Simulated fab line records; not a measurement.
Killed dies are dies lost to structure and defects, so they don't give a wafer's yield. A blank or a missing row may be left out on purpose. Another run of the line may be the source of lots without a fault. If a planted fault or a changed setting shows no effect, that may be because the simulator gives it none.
Lot-split experiment ; flow n5Finfet ; 21 wafers read across 7 lots, on a route 1938 steps long

== THE SPLIT ==
At N5_BEOL_M13_TRENCH_ETCH_34 (etches SiOC in C4F8/O2/Ar, target depth 413.47 nm, time 162.6 s), the setting timeS was moved away from the recipe's 162.6 s on 7 of the 21 wafers read, by -13.8% to +21.2%. All remaining wafers had this setting at the recipe value.

== FROM THE SPLIT TO THE READING: what the file shows between them, 10 steps ==
- N5_BEOL_M13_STRIP_70: strips in C4F8/O2/Ar
- N5_BEOL_M13_OCD_MEAS_35
- N5_BEOL_M13_STRIP_37: strips in N2/H2
- N5_BEOL_M13_ETCH_38: etches SiCN in CF4/N2, target depth 67.5 nm, time 71.9 s
- N5_BEOL_M13_ECD_47: material Cu, target thk 936 nm
- N5_BEOL_M13_ANNEAL_48: time 90 s
- N5_BEOL_M13_CMP_49: polishes, stops on SiOC, t overpolish 17.1 s, target thk 420 nm
- N5_BEOL_M13_THK_MEAS_50: measures by xrf
- N5_BEOL_M13_PRE_CLEAN_52: time 15 s
- N5_BEOL_M13_DEP_53: deposits SiCN from 3MS/NH3, target thk 50 nm, time 17.8 s

== THE READING ==
Measured at N5_BEOL_M13_RS_MEAS_54 by four-point probe: M13_RS, in ohm/sq. Typical for fault-free wafers on this fab line: 0.0448 ohm/sq, with standard deviation 0.00088 ohm/sq.

wafer;tool, chamber at the split;timeS as run, s;against the recipe;M13_RS, ohm/sq;against lot-mates on the recipe
L074.2;rieDiel-03, 1;162.6;recipe;0.0445;-
L074.3;rieDiel-03, 3;162.6;recipe;0.0455;-
L074.5;rieDiel-03, 2;162.6;recipe;0.0438;-
L077.2;rieDiel-03, 2;162.6;recipe;0.0435;-
L077.3;rieDiel-03, 3;162.6;recipe;0.0449;-
L077.5;rieDiel-03, 1;197;+21.2%;0.0368;-0.0074
L087.1;rieDiel-06, 2;162.6;recipe;0.0450;-
L087.2;rieDiel-06, 1;162.6;recipe;0.0446;-
L087.4;rieDiel-06, 1;162.6;recipe;0.0451;-
L088.1;rieDiel-03, 3;162.6;recipe;0.0445;-
L088.3;rieDiel-03, 2;180.6;+11.1%;0.0389;-0.0056
L088.5;rieDiel-03, 2;180.6;+11.1%;0.0395;-0.0050
L093.4;rieDiel-06, 3;162.6;recipe;0.0439;-
L093.5;rieDiel-06, 0;147.3;-9.4%;0.0513;+0.0074
L093.6;rieDiel-06, 1;147.3;-9.4%;0.0517;+0.0078
L095.2;rieDiel-02, 0;162.6;recipe;0.0444;-
L095.3;rieDiel-02, 2;162.6;recipe;0.0456;-
L095.4;rieDiel-02, 3;162.6;recipe;0.0440;-
L096.1;rieDiel-02, 3;140.1;-13.8%;0.0522;+0.0066
L096.2;rieDiel-02, 2;162.6;recipe;0.0456;-
L096.4;rieDiel-02, 1;140.1;-13.8%;0.0524;+0.0068

THE FIT
A straight line over all 21 wafers: M13_RS changes by -0.0005 ohm/sq for each +1% of timeS; r = -0.97; the points scatter about the line by 0.001 ohm/sq.
The same after taking each lot's own level away (the mean of its wafers on the recipe; 21 wafers): -0.00048 ohm/sq for each +1%; r = -0.96; scatter 0.0012 ohm/sq.
According to that fit, moving timeS by its largest amount changes the reading by 0.01 ohm/sq.
The lots' own levels span 0.04390 to 0.04560 ohm/sq, that is 1.9 times the standard deviation above.
Consequently the slope shifts little with the lot-to-lot level, the two slopes agreeing.
Check: for one of the wafers moved furthest among these (+21.2%), held out of the fit, the line's prediction against its lot-mates is -0.0113 ohm/sq. It came out at -0.0074 ohm/sq against them.

== THE WHOLE CHAIN: every reading that the file lists as answering this split, in the file's order ==
step;what it does;reading;change (the file's fit);r (the file's)
N5_BEOL_M13_TRENCH_ETCH_34;etches SiOC in C4F8/O2/Ar, target depth 413.47 nm, time 162.6 s;etch.depthNm (the simulator's own value, which no gauge read);+4.32 nm for each +1% of the setting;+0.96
N5_BEOL_M13_OCD_MEAS_35;;trenchDepthNm;+4.32 nm for each +1% of the setting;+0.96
N5_BEOL_M13_CMP_49;polishes, stops on SiOC, t overpolish 17.1 s, target thk 420 nm;Cu_of_BEOL_M13_ECD_47.thkNm (the simulator's own value, which no gauge read);+4.3 nm for each +1% of the setting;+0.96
N5_BEOL_M13_THK_MEAS_50;measures by xrf;M13_THK;+4.35 for each +1% of the setting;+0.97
N5_BEOL_M13_RS_MEAS_54;measures by four-point-probe;M13_RS;-0.000447 for each +1% of the setting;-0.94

== THE FILE'S OWN FIT ==
M13_RS changes by -0.000447 ohm/sq for each +1% of timeS, r = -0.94.
